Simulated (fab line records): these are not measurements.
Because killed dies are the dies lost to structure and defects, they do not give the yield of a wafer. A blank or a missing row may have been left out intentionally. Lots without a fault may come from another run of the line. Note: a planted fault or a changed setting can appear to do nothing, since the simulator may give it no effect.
Split-lot trial + flow n5 finfet + on a route of 1938 steps: 7 lots, 39 wafers read

== THE SPLIT ==
At N5_HKMG_FIN_ETCH_58 (etches SOC in N2/H2, target depth 215.8 nm, time 741 s), the setting source w was moved away from the recipe's 875 W on 12 of the 39 wafers read, by -16.0% to +14.0%. The other wafers ran this setting at the recipe's value.

Reading taken at the split's own step.

== THE READING ==
rf vpp V, in V, at N5_HKMG_FIN_ETCH_58 (etches SOC in N2/H2, target depth 215.8 nm, time 741 s). A value of 99.4 V with a standard deviation of 0.96 V is what fault-free wafers of this fab line usually give.

| wafer  | tool, chamber at the split | source w as run, W | against the recipe | rf vpp V, V | against lot-mates on the recipe |
|--------|----------------------------|--------------------|--------------------|-------------|---------------------------------|
| L078.1 | rie diel-02, 0             | 875                | recipe             | 100.4       | -                               |
| L078.2 | rie diel-02, 1             | 875                | recipe             | 98.8        | -                               |
| L078.3 | rie diel-02, 2             | 875                | recipe             | 100.7       | -                               |
| L078.4 | rie diel-02, 3             | 875                | recipe             | 101.2       | -                               |
| L078.5 | rie diel-02, 3             | 875                | recipe             | 99.6        | -                               |
| L078.6 | rie diel-02, 2             | 875                | recipe             | 99.3        | -                               |
| L080.1 | rie diel-03, 2             | 875                | recipe             | 99.3        | -                               |
| L080.2 | rie diel-03, 1             | 875                | recipe             | 97.1        | -                               |
| L080.3 | rie diel-03, 0             | 875                | recipe             | 99.7        | -                               |
| L080.4 | rie diel-03, 3             | 875                | recipe             | 98.7        | -                               |
| L080.5 | rie diel-03, 3             | 875                | recipe             | 101.3       | -                               |
| L080.6 | rie diel-03, 2             | 875                | recipe             | 99.5        | -                               |
| L085.1 | rie diel-01, 1             | 875                | recipe             | 99.5        | -                               |
| L085.2 | rie diel-01, 3             | 875                | recipe             | 99.0        | -                               |
| L085.3 | rie diel-01, 2             | 875                | recipe             | 98.4        | -                               |
| L085.4 | rie diel-01, 0             | 734.6              | -16.0%             | 105.5       | +6.5                            |
| L085.5 | rie diel-01, 3             | 734.6              | -16.0%             | 106.3       | +7.3                            |
| L085.6 | rie diel-01, 2             | 734.6              | -16.0%             | 106.0       | +7.0                            |
| L088.1 | rie diel-02, 2             | 875                | recipe             | 100.5       | -                               |
| L088.2 | rie diel-02, 3             | 875                | recipe             | 99.2        | -                               |
| L088.3 | rie diel-02, 0             | 974.4              | +11.4%             | 96.7        | -3.7                            |
| L088.4 | rie diel-02, 0             | 974.4              | +11.4%             | 96.0        | -4.4                            |
| L088.5 | rie diel-02, 2             | 875                | recipe             | 101.4       | -                               |
| L088.6 | rie diel-02, 3             | 974.4              | +11.4%             | 95.3        | -5.1                            |
| L090.1 | rie diel-03, 2             | 875                | recipe             | 98.8        | -                               |
| L090.2 | rie diel-03, 1             | 958.3              | +9.5%              | 96.9        | -2.7                            |
| L090.3 | rie diel-03, 3             | 958.3              | +9.5%              | 94.1        | -5.5                            |
| L090.4 | rie diel-03, 0             | 875                | recipe             | 100.2       | -                               |
| L090.5 | rie diel-03, 3             | 958.3              | +9.5%              | 97.3        | -2.3                            |
| L090.6 | rie diel-03, 2             | 875                | recipe             | 99.9        | -                               |
| L093.1 | rie diel-03, 3             | 875                | recipe             | 99.7        | -                               |
| L093.2 | rie diel-03, 0             | 875                | recipe             | 100.5       | -                               |
| L093.4 | rie diel-03, 3             | 875                | recipe             | 101.1       | -                               |
| L096.1 | rie diel-02, 3             | 875                | recipe             | 99.1        | -                               |
| L096.2 | rie diel-02, 2             | 997.8              | +14.0%             | 96.0        | -2.8                            |
| L096.3 | rie diel-02, 1             | 875                | recipe             | 98.5        | -                               |
| L096.4 | rie diel-02, 0             | 997.8              | +14.0%             | 94.5        | -4.3                            |
| L096.5 | rie diel-02, 0             | 997.8              | +14.0%             | 94.4        | -4.4                            |
| L096.6 | rie diel-02, 3             | 875                | recipe             | 98.9        | -                               |

FIT RESULTS
A straight line over all 39 wafers: rf vpp V changes by -0.361 V for each +1% of source w; r = -0.93; the points scatter about the line by 1 V.
The same after taking each lot's own level away (the mean of its wafers on the recipe; 39 wafers): -0.375 V for each +1%; r = -0.94; scatter 0.98 V.
That fit puts the effect of the largest move of source w on the reading at 6 V.
Across the lots, their own levels run from 98.83 to 100.43 V, a range of 1.7 times the standard deviation given above.
Consequently the slope shifts little with the lot-to-lot level, the two slopes agreeing.
Check: with one of the wafers moved furthest among these (-16.0%) left out of the fit, the line predicts +6.11 V for it against its lot-mates. Against them it came out at +6.53 V.
Tool readings at the split's step, against how far the setting was moved: rf vpp V r = -0.93.

== OTHER SPLITS ON THESE WAFERS ==
Note: prior to the reading, these wafers also went through further splits. Each is held against what the fit with the lots' levels taken away leaves over:
| other split on the same wafers | wafers away from the commonest value | r with rf vpp V (lot level and that fit taken away) |
|--------------------------------|--------------------------------------|-----------------------------------------------------|
| N5_SD_EPI_N_EPI_21 temp c      | 12                                   | +0.06                                               |

== THE WHOLE CHAIN: every reading that the file lists as answering this split, in the file's order ==
| step                | what it does                                           | reading                                                                         | change (the file's fit)              | r (the file's) |
|---------------------|--------------------------------------------------------|---------------------------------------------------------------------------------|--------------------------------------|----------------|
| N5_HKMG_FIN_ETCH_58 | etches SOC in N2/H2, target depth 215.8 nm, time 741 s | rf vpp V                                                                        | -0.371 V for each +1% of the setting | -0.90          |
| N5_HKMG_FIN_ETCH_58 | etches SOC in N2/H2, target depth 215.8 nm, time 741 s | HKMG_FIN.feature depth nm (the simulator's own value, which no gauge read)      | +1.83 nm for each +1% of the setting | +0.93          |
| N5_HKMG_FIN_ETCH_58 | etches SOC in N2/H2, target depth 215.8 nm, time 741 s | etch.depth nm (the simulator's own value, which no gauge read)                  | +1.83 nm for each +1% of the setting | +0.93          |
| N5_HKMG_FIN_ETCH_58 | etches SOC in N2/H2, target depth 215.8 nm, time 741 s | SOC_of_HKMG_FIN_COAT_41.thk nm (the simulator's own value, which no gauge read) | -1.81 nm for each +1% of the setting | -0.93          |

== FILE'S OWN FIT ==
rf vpp V changes by -0.371 V for each +1% of source w, r = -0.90.
